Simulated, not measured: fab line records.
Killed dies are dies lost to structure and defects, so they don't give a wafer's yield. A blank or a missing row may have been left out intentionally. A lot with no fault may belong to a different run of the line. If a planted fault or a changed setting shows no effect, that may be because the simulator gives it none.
fab line records + flow nandHarc
[record]
- lots = 15
- wafers = 45
- lastDay = 24
route steps=1159 shown A_CONTACT@843
lots that met no fault: taken from a fault-free run of the same line
startH: start of the lot's first displayed wafer, in hours after the record's first day + waitH: hours since the lot's step before + " repeats the value in the row above + L1.1+2: a row that stands for several wafers + - value missing, or start not given + * or withheld: withheld + < > ~ a bound
route shown NAME@n: a module of which the file shows steps, and the number in the route of the first + usual: mean/standard deviation taken from wafers without a fault + same: alike in all rows + chamber/n: place in a boat + sites: per-site readings + _std_site: the standard deviation of these + _edge_site: outer sites' mean less inner sites' + radiusMm: for every site, how far away it sits from the centre of the wafer + mask NAME#n: copy n + behind: tool/chamber where the wafer was last shaped + hold: reason for holding the lot/hours on hold/outcome of the hold + device: transistor that didn't switch, given as n, p or np + end of line: tests of these same wafers at the route's end + a step with no rows: only its recipe + killed: not the wafer's yield, but the dies lost to structure and defects at the first sort + map: a wafer's dies, marking killed ones x, the rest . and places with no die _
set.NAME: setting as actually run; set.NAME@STEP: the setting as run at that earlier step + model.NAME: the simulator's own value behind a step, which no gauge read
route steps across a sampled set of lots; one table per step, one row per wafer
services: from which hour (startH, from the record's first day; less than 0 if before it) a tool's chamber was out of use, for how many hours, and why
[[steps]]
[step NHARC_A_CONTACT_DEP_29]
[recipe]
- targetThkA = 700
- targetThkNm = 70
- tempC = 400
- pressureTorr = 3.5
- flowSccm = 200
- rfW = 350
- material = SiON
[usual]
- chamberPressureTorr = 3.499/0.0082
- heaterPowerW = 831/90
| lot.wafer | tool     | chamber | startH | waitH | chamberPressureTorr | heaterPowerW |
|-----------|----------|---------|--------|-------|---------------------|--------------|
| L704.3    | pecvd-02 | 0       | 355.31 | 1.1   | 3.498               | 890          |
| L704.5    | "        | 1       | "      | "     | 3.496               | 694          |
| L704.4    | "        | 2       | "      | "     | 3.493               | 866          |
| L705.3    | pecvd-04 | 1       | 364.97 | 1.2   | 3.496               | 745          |
| L705.2    | "        | 2       | "      | "     | 3.500               | 702          |
| L705.6    | "        | 2       | "      | "     | 3.505               | 709          |
| L707.2    | pecvd-01 | 2       | 371.89 | 1.5   | 3.490               | 897          |
| L707.5    | "        | 2       | "      | "     | 3.490               | 904          |
| L707.4    | "        | 0       | "      | "     | 3.490               | 737          |
| L706.2    | pecvd-02 | 2       | 380.92 | 1.6   | 3.513               | 906          |
| L706.3    | "        | 1       | "      | "     | 3.505               | 782          |
| L706.4    | "        | 1       | "      | "     | 3.518               | 774          |
| L710.1    | pecvd-02 | 0       | 393.07 | 1.8   | 3.507               | 964          |
| L710.3    | "        | 2       | "      | "     | 3.495               | 891          |
| L710.6    | "        | 0       | "      | "     | 3.511               | 952          |
| L711.2    | pecvd-04 | 1       | 409.85 | 1.5   | 3.505               | 683          |
| L711.1    | "        | 2       | "      | "     | 3.488               | 689          |
| L711.4    | "        | 0       | "      | "     | 3.507               | 709          |
| L714.2    | pecvd-02 | 2       | 424.15 | 1.5   | 3.492               | 913          |
| L714.1    | "        | 0       | "      | "     | 3.482               | 920          |
| L714.5    | "        | 0       | "      | "     | 3.484               | 961          |
| L716.2    | pecvd-02 | 0       | 444.69 | 1.5   | 3.507               | 980          |
| L716.5    | "        | 0       | "      | "     | 3.507               | 1003         |
| L716.6    | "        | 1       | "      | "     | 3.496               | 833          |
| L717.1    | pecvd-02 | 0       | 447.55 | 1.9   | 3.491               | 991          |
| L717.2    | "        | 1       | "      | "     | 3.500               | 775          |
| L717.4    | "        | 1       | "      | "     | 3.513               | 768          |
| L718.3    | pecvd-01 | 0       | 452.04 | 1.1   | 3.493               | 762          |
| L718.5    | "        | 0       | "      | "     | 3.495               | 778          |
| L718.4    | "        | 2       | "      | "     | 3.503               | 945          |
| L719.2    | pecvd-02 | 0       | 455.44 | 1.6   | 3.500               | 941          |
| L719.4    | "        | 1       | "      | "     | 3.488               | 772          |
| L719.6    | "        | 2       | "      | "     | 3.508               | 838          |
| L721.2    | pecvd-02 | 0       | 470.93 | 1.5   | 3.510               | 928          |
| L721.1    | "        | 1       | "      | "     | 3.499               | 748          |
| L721.5    | "        | 1       | "      | "     | 3.501               | 763          |
| L726.2    | pecvd-02 | 0       | 487.21 | 1.5   | 3.484               | 996          |
| L726.5    | "        | 1       | "      | "     | 3.505               | 841          |
| L726.4    | "        | 2       | "      | "     | 3.502               | 913          |
| L725.2    | pecvd-02 | 1       | 491.13 | 1.5   | 3.488               | 726          |
| L725.6    | "        | 1       | "      | "     | 3.500               | 713          |
| L725.4    | "        | 0       | "      | "     | 3.494               | 975          |
| L727.3    | pecvd-01 | 1       | 504.35 | 1.1   | 3.510               | 804          |
| L727.5    | "        | 1       | "      | "     | 3.498               | 811          |
| L727.4    | "        | 2       | "      | "     | 3.497               | 901          |
[step NHARC_A_CONTACT_OVL_MEAS_43]
[usual]
- overlayXNm = 0.2/0.95
- overlayYNm = 0.2/0.8
| lot.wafer | tool       | chamber | startH | waitH | overlayXNm | overlayYNm |
|-----------|------------|---------|--------|-------|------------|------------|
| L704.3    | overlay-01 | -       | 356.13 | -     | 0.3        | 0.1        |
| L704.4    | "          | -       | "      | "     | 0.3        | 0.6        |
| L704.5    | "          | -       | "      | "     | 0.7        | 0.0        |
| L705.2    | overlay-01 | -       | 365.75 | -     | 0.6        | 1.0        |
| L705.3    | "          | -       | "      | "     | 0.7        | 0.1        |
| L705.6    | "          | -       | "      | "     | 0.8        | 0.5        |
| L707.2    | overlay-01 | -       | 372.58 | -     | -1.1       | 2.2        |
| L707.4    | "          | -       | "      | "     | -0.9       | 2.1        |
| L707.5    | "          | -       | "      | "     | -1.3       | 2.1        |
| L706.2    | overlay-02 | -       | 381.73 | -     | 1.1        | -0.2       |
| L706.3    | "          | -       | "      | "     | 0.9        | 0.0        |
| L706.4    | "          | -       | "      | "     | 1.0        | 0.0        |
| L710.1    | overlay-01 | -       | 393.88 | -     | 1.1        | -0.1       |
| L710.3    | "          | -       | "      | "     | 0.8        | 0.0        |
| L710.6    | "          | -       | "      | "     | 1.2        | 0.0        |
| L711.1    | overlay-02 | -       | 410.67 | -     | 0.4        | 0.5        |
| L711.2    | "          | -       | "      | "     | 0.9        | 0.9        |
| L711.4    | "          | -       | "      | "     | 1.5        | 1.1        |
| L714.1    | overlay-01 | -       | 424.80 | -     | -0.9       | 0.8        |
| L714.2    | "          | -       | "      | "     | -1.4       | 0.2        |
| L714.5    | "          | -       | "      | "     | -0.9       | 0.5        |
| L716.2    | overlay-01 | -       | 445.51 | -     | -0.6       | -1.5       |
| L716.5    | "          | -       | "      | "     | 0.4        | -0.9       |
| L716.6    | "          | -       | "      | "     | -0.4       | -1.0       |
| L717.1    | overlay-01 | -       | 448.36 | -     | 0.6        | 0.6        |
| L717.2    | "          | -       | "      | "     | 0.6        | 0.9        |
| L717.4    | "          | -       | "      | "     | 1.3        | 0.6        |
| L718.3    | overlay-01 | -       | 452.85 | -     | 1.1        | 0.2        |
| L718.4    | "          | -       | "      | "     | 1.0        | 0.0        |
| L718.5    | "          | -       | "      | "     | 0.1        | -0.3       |
| L719.2    | overlay-02 | -       | 456.06 | -     | 0.2        | -0.8       |
| L719.4    | "          | -       | "      | "     | 0.4        | -0.5       |
| L719.6    | "          | -       | "      | "     | 0.4        | -0.8       |
| L721.1    | overlay-01 | -       | 471.71 | -     | -1.3       | 0.6        |
| L721.2    | "          | -       | "      | "     | -1.3       | 1.0        |
| L721.5    | "          | -       | "      | "     | -1.6       | 0.4        |
| L726.2    | overlay-02 | -       | 488.02 | -     | 1.1        | 1.4        |
| L726.4    | "          | -       | "      | "     | 1.4        | 1.0        |
| L726.5    | "          | -       | "      | "     | 1.0        | 0.4        |
| L725.2    | overlay-02 | -       | 491.94 | -     | -0.5       | 0.0        |
| L725.4    | "          | -       | "      | "     | -1.1       | 0.0        |
| L725.6    | "          | -       | "      | "     | -0.4       | 0.2        |
| L727.3    | overlay-02 | -       | 505.03 | -     | 1.0        | -1.7       |
| L727.4    | "          | -       | "      | "     | 0.1        | -1.3       |
| L727.5    | "          | -       | "      | "     | -0.1       | -1.0       |
[step NHARC_A_CONTACT_DESCUM_47]
[recipe]
- timeS = 3
- o2FlowSccm = 200
- arFlowSccm = 0
- biasPowerW = 0
- chemistry = O2
[usual]
- drypumpMotorCurrentA = 5.9/0.37
- oesProductAu = 1.004/0.012
- rfVppV = 57.6/0.8
- showerheadPlenumPTorr = 1.87/0.051
- throttleValvePct = 11.312/0.0085
| lot.wafer | tool       | chamber | startH | waitH | drypumpMotorCurrentA | oesProductAu | rfHoursCounterH | rfVppV | showerheadPlenumPTorr | throttleValvePct |
|-----------|------------|---------|--------|-------|----------------------|--------------|-----------------|--------|-----------------------|------------------|
| L704.4    | rieDiel-08 | 3       | 356.24 | 0.1   | 5.5                  | 1.004        | 15              | 57.2   | 1.85                  | 11.309           |
| L704.3    | "          | 1       | "      | "     | 5.9                  | 1.008        | 13              | 57.0   | 1.84                  | 11.320           |
| L704.5    | "          | 3       | "      | "     | 5.5                  | 0.995        | -               | 58.3   | 1.85                  | 11.305           |
| L705.2    | rieDiel-08 | 0       | 365.85 | 0.1   | 6.2                  | 0.996        | 18              | 55.6   | 1.79                  | 11.320           |
| L705.3    | "          | 2       | "      | "     | 6.5                  | 0.997        | 17              | 58.0   | 1.94                  | 11.311           |
| L705.6    | "          | 1       | "      | "     | 5.9                  | 1.000        | -               | 57.9   | 1.84                  | 11.299           |
| L707.4    | rieDiel-08 | 0       | 372.73 | 0.1   | 6.2                  | 0.990        | 20              | 56.8   | 1.79                  | 11.313           |
| L707.2    | "          | 1       | "      | "     | 5.9                  | 1.010        | 19              | 57.7   | 1.84                  | 11.303           |
| L707.5    | "          | 2       | "      | "     | 6.5                  | 1.004        | -               | 58.2   | 1.94                  | 11.295           |
| L706.4    | rieDiel-06 | 1       | 381.83 | 0.1   | 5.6                  | 1.014        | 27              | 57.0   | 1.89                  | 11.321           |
| L706.2    | "          | 2       | "      | "     | 6.5                  | 0.998        | 22              | 57.6   | 1.88                  | 11.311           |
| L706.3    | "          | 3       | "      | "     | 5.7                  | 0.992        | 24              | 58.8   | 1.95                  | 11.322           |
| L710.3    | rieDiel-08 | 0       | 393.99 | 0.1   | 6.2                  | 1.003        | 29              | 57.8   | 1.79                  | 11.335           |
| L710.1    | "          | 1       | "      | "     | 5.9                  | 1.015        | 28              | 57.5   | 1.84                  | 11.317           |
| L710.6    | "          | 3       | "      | "     | 5.6                  | 0.990        | -               | 57.7   | 1.85                  | 11.312           |
| L711.4    | rieDiel-06 | 1       | 410.77 | 0.1   | 5.7                  | 1.018        | 32              | 58.0   | 1.88                  | 11.311           |
| L711.1    | "          | 2       | "      | "     | 6.5                  | 0.982        | 27              | 56.5   | 1.88                  | 11.312           |
| L711.2    | "          | 3       | "      | "     | 5.6                  | 0.994        | 29              | 57.8   | 1.95                  | 11.324           |
| L714.1    | rieDiel-08 | 0       | 424.91 | 0.1   | 6.3                  | 0.987        | 38              | 57.6   | 1.79                  | 11.310           |
| L714.2    | "          | 1       | "      | "     | 5.9                  | 0.996        | 37              | 58.0   | 1.84                  | 11.299           |
| L714.5    | "          | 3       | "      | "     | 5.6                  | 0.986        | -               | 58.6   | 1.84                  | 11.312           |
| L716.2    | rieDiel-06 | 3       | 445.60 | 0.1   | 5.7                  | 0.993        | 3               | 57.0   | 1.95                  | 11.317           |
| L716.5    | "          | 3       | "      | "     | 5.7                  | 1.000        | -               | 57.6   | 1.95                  | 11.315           |
| L716.6    | "          | 0       | "      | "     | 5.9                  | 1.019        | -               | 58.0   | 1.85                  | 11.305           |
| L717.2    | rieDiel-03 | 2       | 448.46 | 0.1   | 5.6                  | 0.987        | 16              | 58.1   | 1.79                  | 11.315           |
| L717.4    | "          | 3       | "      | "     | 5.3                  | 1.020        | 17              | 58.3   | 1.85                  | 11.323           |
| L717.1    | "          | 0       | "      | "     | 6.5                  | 1.002        | 17              | 57.2   | 1.77                  | 11.319           |
| L718.3    | rieDiel-06 | 1       | 452.96 | 0.1   | 5.7                  | 1.027        | 4               | 58.4   | 1.88                  | 11.320           |
| L718.4    | "          | 2       | "      | "     | 6.5                  | 1.008        | 4               | 58.4   | 1.88                  | 11.305           |
| L718.5    | "          | 0       | "      | "     | 5.9                  | 1.016        | -               | 58.0   | 1.85                  | 11.311           |
| L719.4    | rieDiel-03 | 3       | 456.18 | 0.1   | 5.2                  | 1.017        | 20              | 59.2   | 1.85                  | 11.320           |
| L719.2    | "          | 0       | "      | "     | 6.5                  | 1.004        | 20              | 57.3   | 1.77                  | 11.296           |
| L719.6    | "          | 2       | "      | "     | 5.6                  | 1.009        | -               | 57.7   | 1.79                  | 11.307           |
| L721.2    | rieDiel-08 | 0       | 471.81 | 0.1   | 6.2                  | 0.991        | 57              | 58.1   | 1.78                  | 11.308           |
| L721.1    | "          | 1       | "      | "     | 5.9                  | 1.010        | 58              | 56.7   | 1.83                  | 11.295           |
| L721.5    | "          | 0       | "      | "     | 6.3                  | 0.991        | -               | 56.3   | 1.78                  | 11.314           |
| L726.2    | rieDiel-03 | 3       | 488.17 | 0.1   | 5.3                  | 1.013        | 31              | 56.4   | 1.85                  | 11.312           |
| L726.4    | "          | 0       | "      | "     | 6.5                  | 1.003        | 32              | 56.8   | 1.77                  | 11.318           |
| L726.5    | "          | 2       | "      | "     | 5.6                  | 1.001        | -               | 57.6   | 1.79                  | 11.304           |
| L725.2    | rieDiel-06 | 3       | 492.06 | 0.1   | 5.7                  | 0.999        | 13              | 58.2   | 1.94                  | 11.309           |
| L725.4    | "          | 0       | "      | "     | 6.0                  | 1.012        | 13              | 57.3   | 1.85                  | 11.302           |
| L725.6    | "          | 3       | "      | "     | 5.7                  | 1.008        | -               | 58.4   | 1.94                  | 11.313           |
| L727.3    | rieDiel-06 | 3       | 505.15 | 0.1   | 5.7                  | 0.993        | 16              | 57.6   | 1.94                  | 11.318           |
| L727.5    | "          | 0       | "      | "     | 6.0                  | 1.008        | -               | 58.8   | 1.85                  | 11.320           |
| L727.4    | "          | 3       | "      | "     | 5.7                  | 0.989        | -               | 57.4   | 1.94                  | 11.316           |
[step NHARC_A_CONTACT_ETCH_49]
[recipe]
- targetDepthA = 2600
- overEtchFrac = 0.3
- timeS = 475.3
- ionEnergyEv = 200
- n2FlowSccm = 150
- h2FlowSccm = 150
- arFlowSccm = 0
- rfW = 400
- biasW = 150
- chemistry = N2/H2
[usual]
- biasW = 150.0/0.46
- chamberPressureMTorr = 30.000/0.029
- drypumpMotorCurrentA = 5.9/0.36
- oesProductAu = 1.003/0.013
- rfVppV = 428.9/1.8
- showerheadPlenumPTorr = 1.98/0.058
- throttleValvePct = 14.170/0.01
| lot.wafer | tool       | chamber | startH | waitH | biasW | chamberPressureMTorr | drypumpMotorCurrentA | oesProductAu | rfHoursCounterH | rfVppV | showerheadPlenumPTorr | throttleValvePct |
|-----------|------------|---------|--------|-------|-------|----------------------|----------------------|--------------|-----------------|--------|-----------------------|------------------|
| L704.3    | rieDiel-08 | 0       | 356.40 | -     | 150.1 | 30.021               | 6.3                  | 0.992        | 14              | 425.7  | 1.91                  | 14.161           |
| L704.4    | "          | 2       | "      | "     | 150.2 | 30.042               | 6.4                  | 0.984        | 14              | 429.1  | 2.07                  | 14.192           |
| L704.5    | "          | 0       | "      | "     | 149.7 | 29.983               | 6.2                  | 0.995        | -               | 427.6  | 1.91                  | 14.171           |
| L705.2    | rieDiel-08 | 0       | 366.07 | -     | 149.7 | 29.968               | 6.2                  | 0.994        | 18              | 426.1  | 1.91                  | 14.164           |
| L705.3    | "          | 1       | "      | "     | 150.3 | 30.000               | 5.9                  | 1.008        | 17              | 427.9  | 1.96                  | 14.179           |
| L705.6    | "          | 3       | "      | "     | 150.7 | 30.014               | 5.6                  | 0.983        | -               | 426.5  | 1.97                  | 14.188           |
| L707.4    | rieDiel-08 | 2       | 372.92 | -     | 150.3 | 30.018               | 6.4                  | 1.013        | 20              | 432.3  | 2.07                  | 14.172           |
| L707.2    | "          | 3       | "      | "     | 150.1 | 30.040               | 5.6                  | 0.986        | 21              | 428.3  | 1.97                  | 14.179           |
| L707.5    | "          | 2       | "      | "     | 150.7 | 30.033               | 6.5                  | 0.997        | -               | 432.9  | 2.07                  | 14.160           |
| L706.3    | rieDiel-06 | 2       | 382.00 | -     | 150.0 | 30.062               | 6.5                  | 0.997        | 22              | 430.4  | 2.01                  | 14.172           |
| L706.4    | "          | 0       | "      | "     | 150.4 | 29.975               | 6.0                  | 1.008        | 26              | 430.2  | 1.97                  | 14.145           |
| L706.2    | "          | 1       | "      | "     | 150.4 | 30.032               | 5.7                  | 1.017        | 27              | 428.8  | 2.01                  | 14.184           |
| L710.1    | rieDiel-08 | 3       | 394.15 | -     | 150.0 | 29.981               | 5.6                  | 0.992        | 32              | 429.3  | 1.97                  | 14.177           |
| L710.3    | "          | 1       | "      | "     | 149.4 | 30.002               | 5.9                  | 1.008        | 28              | 427.9  | 1.96                  | 14.176           |
| L710.6    | "          | 3       | "      | "     | 149.8 | 30.004               | 5.5                  | 0.991        | -               | 427.5  | 1.96                  | 14.167           |
| L711.2    | rieDiel-06 | 3       | 410.95 | -     | 150.2 | 30.014               | 5.7                  | 0.999        | 29              | 430.9  | 2.08                  | 14.190           |
| L711.4    | "          | 1       | "      | "     | 150.2 | 29.985               | 5.7                  | 1.026        | 32              | 428.6  | 2.01                  | 14.179           |
| L711.1    | "          | 2       | "      | "     | 149.9 | 30.043               | 6.5                  | 0.983        | 27              | 429.9  | 2.00                  | 14.179           |
| L714.2    | rieDiel-08 | 1       | 425.15 | -     | 150.7 | 29.994               | 5.9                  | 1.008        | 37              | 427.4  | 1.95                  | 14.165           |
| L714.1    | "          | 2       | "      | "     | 149.9 | 30.002               | 6.4                  | 0.998        | 39              | 431.6  | 2.06                  | 14.171           |
| L714.5    | "          | 3       | "      | "     | 149.9 | 29.931               | 5.6                  | 0.998        | -               | 428.0  | 1.96                  | 14.173           |
| L716.2    | rieDiel-06 | 0       | 445.87 | -     | 149.9 | 29.989               | 5.9                  | 1.015        | 3               | 428.2  | 1.97                  | 14.175           |
| L716.5    | "          | 0       | "      | "     | 150.7 | 30.014               | 5.9                  | 1.031        | -               | 428.3  | 1.97                  | 14.152           |
| L716.6    | "          | 1       | "      | "     | 150.4 | 29.973               | 5.7                  | 1.031        | -               | 430.8  | 2.01                  | 14.170           |
| L717.2    | rieDiel-03 | 0       | 448.63 | -     | -     | -                    | -                    | -            | -               | -      | -                     | -                |
| L717.4    | "          | 2       | "      | "     | -     | -                    | -                    | -            | -               | -      | -                     | -                |
| L717.1    | "          | 3       | "      | "     | -     | -                    | -                    | -            | -               | -      | -                     | -                |
| L718.3    | rieDiel-06 | 0       | 453.21 | -     | -     | -                    | -                    | -            | -               | -      | -                     | -                |
| L718.4    | "          | 2       | "      | "     | -     | -                    | -                    | -            | -               | -      | -                     | -                |
| L718.5    | "          | 0       | "      | "     | -     | -                    | -                    | -            | -               | -      | -                     | -                |
| L719.4    | rieDiel-03 | 0       | 456.37 | -     | -     | -                    | -                    | -            | -               | -      | -                     | -                |
| L719.2    | "          | 1       | "      | "     | -     | -                    | -                    | -            | -               | -      | -                     | -                |
| L719.6    | "          | 1       | "      | "     | -     | -                    | -                    | -            | -               | -      | -                     | -                |
| L721.1    | rieDiel-08 | 3       | 472.31 | -     | 149.9 | 29.981               | 5.5                  | 0.996        | 56              | 427.5  | 1.96                  | 14.144           |
| L721.2    | "          | 1       | "      | "     | 149.2 | 30.019               | 5.9                  | 1.000        | 58              | 427.9  | 1.95                  | 14.165           |
| L721.5    | "          | 3       | "      | "     | 150.5 | 30.002               | 5.5                  | 0.990        | -               | 429.0  | 1.96                  | 14.166           |
| L726.2    | rieDiel-03 | 3       | 488.42 | -     | 150.3 | 29.967               | 5.3                  | 1.001        | 31              | 429.1  | 1.97                  | 14.166           |
| L726.4    | "          | 1       | "      | "     | 149.4 | 29.996               | 6.0                  | 0.994        | 33              | 427.8  | 1.93                  | 14.177           |
| L726.5    | "          | 3       | "      | "     | 149.5 | 30.063               | 5.3                  | 1.011        | -               | 428.6  | 1.97                  | 14.157           |
| L725.2    | rieDiel-06 | 1       | 492.43 | -     | 149.7 | 30.010               | 5.7                  | 1.022        | 13              | 430.5  | 2.00                  | 14.163           |
| L725.4    | "          | 2       | "      | "     | 149.4 | 30.006               | 6.5                  | 0.990        | 14              | 429.4  | 2.00                  | 14.160           |
| L725.6    | "          | 0       | "      | "     | 150.0 | 29.984               | 5.9                  | 1.001        | -               | 428.4  | 1.97                  | 14.170           |
| L727.3    | rieDiel-06 | 0       | 505.44 | -     | 149.6 | 30.017               | 5.9                  | 1.021        | 17              | 429.4  | 1.97                  | 14.164           |
| L727.5    | "          | 1       | "      | "     | 150.1 | 30.004               | 5.7                  | 1.024        | -               | 429.1  | 2.00                  | 14.180           |
| L727.4    | "          | 0       | "      | "     | 149.7 | 30.012               | 5.9                  | 1.006        | -               | 428.8  | 1.97                  | 14.172           |
[[services]]
| tool       | chamber | startH | hours | kind   |
|------------|---------|--------|-------|--------|
| pecvd-02   | -       | 334.23 | 13.0  | pm     |
| rieDiel-08 | 0       | 335.64 | -     | clean  |
| rieDiel-08 | 1       | 335.64 | -     | clean  |
| pecvd-01   | -       | 349.08 | 2.5   | repair |
| pecvd-02   | 2       | 359.66 | 11.2  | repair |
| rieDiel-06 | 2       | 363.74 | 8.6   | repair |
| pecvd-04   | -       | 372.34 | 0.7   | repair |
| pecvd-01   | 0       | 372.73 | 8.4   | repair |
| rieDiel-06 | 2       | 372.95 | 7.0   | repair |
| pecvd-04   | -       | 376.42 | 13.0  | pm     |
| rieDiel-03 | -       | 392.49 | 9.0   | pm     |
| pecvd-04   | 0       | 398.42 | 2.6   | repair |
| rieDiel-08 | 3       | 412.25 | 7.3   | repair |
| pecvd-01   | -       | 418.00 | 13.0  | pm     |
| rieDiel-06 | -       | 418.25 | 9.0   | pm     |
| rieDiel-08 | 0       | 425.33 | 4.7   | repair |
| rieDiel-03 | 2       | 435.96 | 5.0   | repair |
| pecvd-01   | -       | 454.81 | 1.0   | repair |
| rieDiel-08 | 2       | 457.24 | 16.9  | repair |
| rieDiel-08 | -       | 478.95 | 9.0   | pm     |
| pecvd-02   | -       | 483.35 | 0.3   | repair |
| pecvd-04   | -       | 493.58 | 0.7   | repair |
| rieDiel-06 | 2       | 496.83 | 10.5  | repair |
| rieDiel-08 | 0       | 501.98 | 4.2   | repair |
[[key]]
[firstSign]
- step = NHARC_A_CONTACT_ETCH_49
- reading = toolRecord
- direction = missing
effect none on later readings
metAt NHARC_A_CONTACT_ETCH_49
struckLots L717,L718,L719
laterRowsLeftOut L717.1,L717.2,L717.4,L718.3,L718.4,L718.5,L719.2,L719.4,L719.6
sortLeftOut L717.1,L717.2,L717.4,L718.3,L718.4,L718.5,L719.2,L719.4,L719.6
testerLeftOut L717,L718,L719
notActingAt NHARC_A_CONTACT_DEP_29,NHARC_A_CONTACT_OVL_MEAS_43,NHARC_A_CONTACT_DESCUM_47
onsetBetween 445.87 448.63
[fault]
- kind = skippedStepWhole
- tool = rieDiel-03,rieDiel-06
- chamber = -
- onsetH = 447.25
- steps = NHARC_A_CONTACT_ETCH_49
- scope = struckLotsOnly
// testerLeftOut: of these lots the tester's yield and bins aren't shown, on N5 and GAA mostly nor the transistor test; their killed dies are dies lost to structure and defects alone, not to doping, threshold or leakage, so they don't give the yield
// sortLeftOut: the simulated sort isn't trusted on such a fault, so these wafers' sort isn't shown, and their yield isn't known
// laterRowsLeftOut: the simulator's readings of these wafers behind a module that went badly wrong aren't trusted and aren't shown, but for the sort
